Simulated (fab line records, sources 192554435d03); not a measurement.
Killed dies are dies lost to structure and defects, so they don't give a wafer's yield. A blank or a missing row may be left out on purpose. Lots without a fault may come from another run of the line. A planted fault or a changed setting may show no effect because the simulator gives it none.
Which tool did it? | flow n5_finfet | 11 lots, 29 wafers sampled, at 4 steps of a route of 1938

WHAT THE GAUGES READ, wafer by wafer
N5_BEOL_M4_RC_MEAS_101. Usual: DIBL_N 37.5 mV/V, standard deviation 2.5; DIBL_P 38 mV/V, standard deviation 3.1; IOFF_N 0.19 nA/um, standard deviation 0.059; IOFF_P 0.24 nA/um, standard deviation 0.061; ION_N 679 uA/um, standard deviation 16; ION_P 465 uA/um, standard deviation 9.8; REXT_N 75.6 ohm.um, standard deviation 1.8; REXT_P 101.0 ohm.um, standard deviation 2.9; SS_N 72.0 mV/dec, standard deviation 0.8; SS_P 73.7 mV/dec, standard deviation 0.86; VT_N 248 mV, standard deviation 4.5; VT_N_LVT 97 mV, standard deviation 4.4; VT_P -249 mV, standard deviation 3.5; VT_P_LVT -97 mV, standard deviation 3.3.
lot  | measured     | on        | DIBL_N (mV/V)  | DIBL_P (mV/V) | IOFF_N (nA/um) | IOFF_P (nA/um) | ION_N (uA/um) | ION_P (uA/um) | REXT_N (ohm.um) | REXT_P (ohm.um)   | SS_N (mV/dec)  | SS_P (mV/dec)  | VT_N (mV)   | VT_N_LVT (mV) | VT_P (mV)      | VT_P_LVT (mV) | flag
L665 | day 8 02:04  | prober-02 | 37.3 37.3 37.4 | 38 40 38      | 0.18 0.19 0.18 | 0.23 0.27 0.22 | 677 675 676   | 459 465 460   | 74.2 73.6 73.9  | 102.1 100.1 103.0 | 72.0 72.5 72.6 | 73.5 74.2 73.8 | 250 248 255 | 100 99 102    | -250 -248 -252 | -98 -95 -99   |
L666 | day 8 11:52  | prober-02 | 37.4 35.7      | 40 38         | 0.18 0.14      | 0.24 0.19      | 675 666       | 466 463       | 78.7 75.3       | 99.9 97.9         | 71.5 71.5      | 73.8 73.9      | 248 254     | 96 101        | -248 -252      | -98 -101      |
L667 | day 8 20:26  | prober-01 | 35.7 33.3 37.1 | 36 34 38      | 0.15 0.11 0.18 | 0.19 0.17 0.24 | 673 651 669   | 458 455 461   | 76.7 78.3 76.7  | 107.8 107.1 106.4 | 71.9 70.6 71.6 | 72.4 71.8 73.8 | 253 255 248 | 99 103 95     | -250 -253 -249 | -98 -100 -95  |
L668 | day 8 20:35  | prober-02 | 37.5 41.0 37.7 | 38 43 38      | 0.19 0.31 0.18 | 0.24 0.37 0.25 | 679 711 683   | 463 480 469   | 74.1 77.0 77.0  | 102.4 104.1 103.3 | 71.3 72.8 72.1 | 73.4 75.0 73.4 | 249 238 248 | 95 85 95      | -248 -242 -247 | -94 -89 -93   |
L669 | day 8 23:56  | prober-02 | 31.0 33.5 33.7 | 28 33 35      | 0.08 0.12 0.13 | 0.12 0.18 0.19 | 644 679 672   | 452 467 462   | 75.0 76.5 77.1  | 99.5 99.0 100.8   | 70.6 69.8 70.2 | 70.8 72.5 73.0 | 259 253 250 | 107 100 97    | -255 -251 -250 | -103 -99 -99  |
L671 | day 10 05:40 | prober-02 | 35.9 37.2 33.6 | 37 37 34      | 0.16 0.19 0.11 | 0.20 0.20 0.17 | 667 680 659   | 459 461 451   | 73.7 73.2 73.2  | 104.9 105.6 103.4 | 72.3 72.0 70.9 | 73.8 73.0 73.0 | 251 249 255 | 100 99 105    | -252 -251 -254 | -99 -100 -103 |
L676 | day 11 13:14 | prober-02 | 28.2 34.5      | 29 34         | 0.07 0.14      | 0.08 0.17      | 596 672       | 403 453       | 96.1 74.6       | 128.3 99.1        | 69.8 71.0      | 72.1 72.5      | 262 248     | 111 96        | -269 -255      | -115 -101     | OFF
L680 | day 11 23:17 | prober-02 | 29.5 37.9      | 32 40         | 0.07 0.19      | 0.09 0.24      | 615 689       | 420 471       | 96.1 74.3       | 132.1 101.5       | 70.6 72.1      | 72.7 74.0      | 264 248     | 113 97        | -267 -248      | -114 -98      | OFF
L681 | day 12 19:59 | prober-01 | 30.8 34.4      | 31 34         | 0.08 0.12      | 0.09 0.16      | 600 658       | 407 449       | 104.4 79.1      | 130.9 100.5       | 70.5 71.9      | 72.6 72.4      | 263 255     | 109 102       | -269 -254      | -114 -102     | OFF
L683 | day 13 00:09 | prober-02 | 37.6 35.7 37.4 | 37 34 36      | 0.19 0.16 0.20 | 0.24 0.21 0.24 | 683 667 685   | 463 462 466   | 75.0 73.8 73.6  | 96.1 94.9 95.7    | 72.1 71.5 72.0 | 73.9 73.3 73.8 | 249 249 244 | 93 96 94      | -249 -250 -250 | -96 -97 -94   |
L687 | day 14 05:08 | prober-02 | 36.5 36.5 36.0 | 37 39 37      | 0.18 0.19 0.15 | 0.22 0.27 0.20 | 681 690 677   | 462 476 461   | 72.5 74.0 71.6  | 101.8 98.5 99.6   | 72.6 72.7 72.3 | 73.0 74.0 73.7 | 250 247 253 | 96 95 100     | -249 -247 -253 | -97 -93 -100  |

WHICH TOOL RAN EACH LOT (tool, then ch and the chambers of the sampled wafers, then the start)
lot  | N5_SPACER0_ALD_08                | N5_BEOL_M4_SPUTTER_94        | N5_BEOL_M4_CO_CAP_55
L665 | ald_sin-02 ch 1,2,3, day 3 07:58 | pvd_sputter-03, day 8 00:26  | cvd_co-01 ch 0,2, day 8 01:31
L666 | ald_sin-03 ch 1, day 3 13:53     | pvd_sputter-03, day 8 10:14  | cvd_co-01 ch 0,2, day 8 11:19
L667 | ald_sin-01 ch 0,1, day 3 17:58   | pvd_sputter-02, day 8 19:07  | cvd_co-01 ch 1,2, day 8 20:11
L668 | ald_sin-02 ch 0,2,3, day 4 00:11 | pvd_sputter-03, day 8 19:15  | cvd_co-01 ch 0,1, day 8 20:20
L669 | ald_sin-01 ch 2,3, day 4 09:46   | pvd_sputter-02, day 8 22:28  | cvd_co-02 ch 0,1,2, day 8 23:33
L671 | ald_sin-01 ch 0,3, day 4 18:21   | pvd_sputter-01, day 10 04:03 | cvd_co-01 ch 0,1, day 10 05:26
L676 | ald_sin-02 ch 0,1, day 6 02:15   | pvd_sputter-01, day 11 11:55 | cvd_co-02 ch 1,2, day 11 13:00
L680 | ald_sin-02 ch 0,3, day 7 02:19   | pvd_sputter-01, day 11 21:23 | cvd_co-01 ch 0,2, day 11 22:28
L681 | ald_sin-02 ch 1,3, day 7 07:52   | pvd_sputter-03, day 12 18:05 | cvd_co-01 ch 0,1, day 12 19:10
L683 | ald_sin-01 ch 0,2,3, day 7 21:13 | pvd_sputter-01, day 12 22:31 | cvd_co-02 ch 1,2, day 12 23:36
L687 | ald_sin-03 ch 0,1,3, day 8 20:20 | pvd_sputter-03, day 14 03:49 | cvd_co-01 ch 1,2, day 14 04:53
- N5_SPACER0_ALD_08: deposits SiNx, target thk 2 nm.
- N5_BEOL_M4_SPUTTER_94: material Cu, target thk 4.5 nm, time 8.29 s.
- N5_BEOL_M4_CO_CAP_55: material Co, precursor CCTBA/H2, target thk 2 nm, time 102.1 s.

WHAT THE TOOLS THEMSELVES READ (means of the sampled wafers that have a number; where no wafer has one, the mark that the record gives instead)
N5_SPACER0_ALD_08. Usual: heater_power_w 848 W, standard deviation 100; susceptor_temp_C 399.98 C, standard deviation 0.21.
lot  | tool       | heater_power_w (W) | susceptor_temp_C (C) | flag
L665 | ald_sin-02 | 790                | 400.01               |
L666 | ald_sin-03 | 834                | 400.21               |
L667 | ald_sin-01 | 908                | 399.76               |
L668 | ald_sin-02 | 737                | 399.91               |
L669 | ald_sin-01 | 829                | 400.07               |
L671 | ald_sin-01 | 901                | 400.04               |
L676 | ald_sin-02 | 918                | 400.10               |
L680 | ald_sin-02 | 776                | 399.75               |
L681 | ald_sin-02 | 863                | 400.09               |
L683 | ald_sin-01 | 878                | 400.09               |
L687 | ald_sin-03 | 932                | 399.94               |

N5_BEOL_M4_SPUTTER_94. Usual: susceptor_temp_C -20.01 C, standard deviation 0.1; throttle_valve_pct 29.8 %, standard deviation 1.1.
lot  | tool           | susceptor_temp_C (C) | throttle_valve_pct (%) | flag
L665 | pvd_sputter-03 | -19.97               | 28.6                   |
L666 | pvd_sputter-03 | -19.95               | 29.4                   |
L667 | pvd_sputter-02 | -19.96               | 29.9                   |
L668 | pvd_sputter-03 | -20.05               | 30.7                   |
L669 | pvd_sputter-02 | -19.94               | 30.0                   |
L671 | pvd_sputter-01 | -20.00               | 29.7                   |
L676 | pvd_sputter-01 | -20.04               | 29.5                   |
L680 | pvd_sputter-01 | -20.09               | 29.6                   |
L681 | pvd_sputter-03 | -19.98               | 28.5                   |
L683 | pvd_sputter-01 | -19.93               | 30.7                   |
L687 | pvd_sputter-03 | -20.08               | 29.6                   |

N5_BEOL_M4_CO_CAP_55. Usual: heater_power_w 243 W, standard deviation 29; susceptor_temp_C 200.02 C, standard deviation 0.15.
lot  | tool      | heater_power_w (W) | susceptor_temp_C (C) | flag
L665 | cvd_co-01 | 247                | 200.03               |
L666 | cvd_co-01 | 248                | 199.96               |
L667 | cvd_co-01 | 271                | 200.06               |
L668 | cvd_co-01 | 273                | 199.94               |
L669 | cvd_co-02 | 222                | 200.07               |
L671 | cvd_co-01 | 278                | 200.17               |
L676 | cvd_co-02 | 220                | 200.09               |
L680 | cvd_co-01 | 253                | 199.88               |
L681 | cvd_co-01 | 270                | 200.14               |
L683 | cvd_co-02 | 223                | 200.31               |
L687 | cvd_co-01 | 286                | 200.00               |

THE ANSWER, worked out from the rows above alone
Rule: a lot is off if the mean of its wafers that have a number lies more than 3 standard deviations from the usual mean. A lot without any number at a reading at which 4 lots or more have one is off too. The other lots that the step has rows for count as sound. The gauges are gone through in route order, then the tools' own readings, and for those a lot's mean is taken as printed above. The first step at which some lot is off is used, and at that step the reading that is off furthest; a lot without a number counts as furthest.
Off: L676, L680, L681, at N5_BEOL_M4_RC_MEAS_101 (REXT_N).
A tool fits if, at a process step before that reading, it ran every lot that is off, and no sound lot after the first of them. The gauges at N5_BEOL_M4_RC_MEAS_101 are tried like those tools. One fits: ald_sin-02 at N5_SPACER0_ALD_08. Its last sound lot is L668 (day 4 00:11), its first lot that is off L676 (day 6 02:15): a fault that began between those two fits.

WHAT THE SIMULATOR HAD PUT IN
Process parameter drift: ald_sin-02, from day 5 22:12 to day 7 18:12, at N5_SPACER0_ALD_08. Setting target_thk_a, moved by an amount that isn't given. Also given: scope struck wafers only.
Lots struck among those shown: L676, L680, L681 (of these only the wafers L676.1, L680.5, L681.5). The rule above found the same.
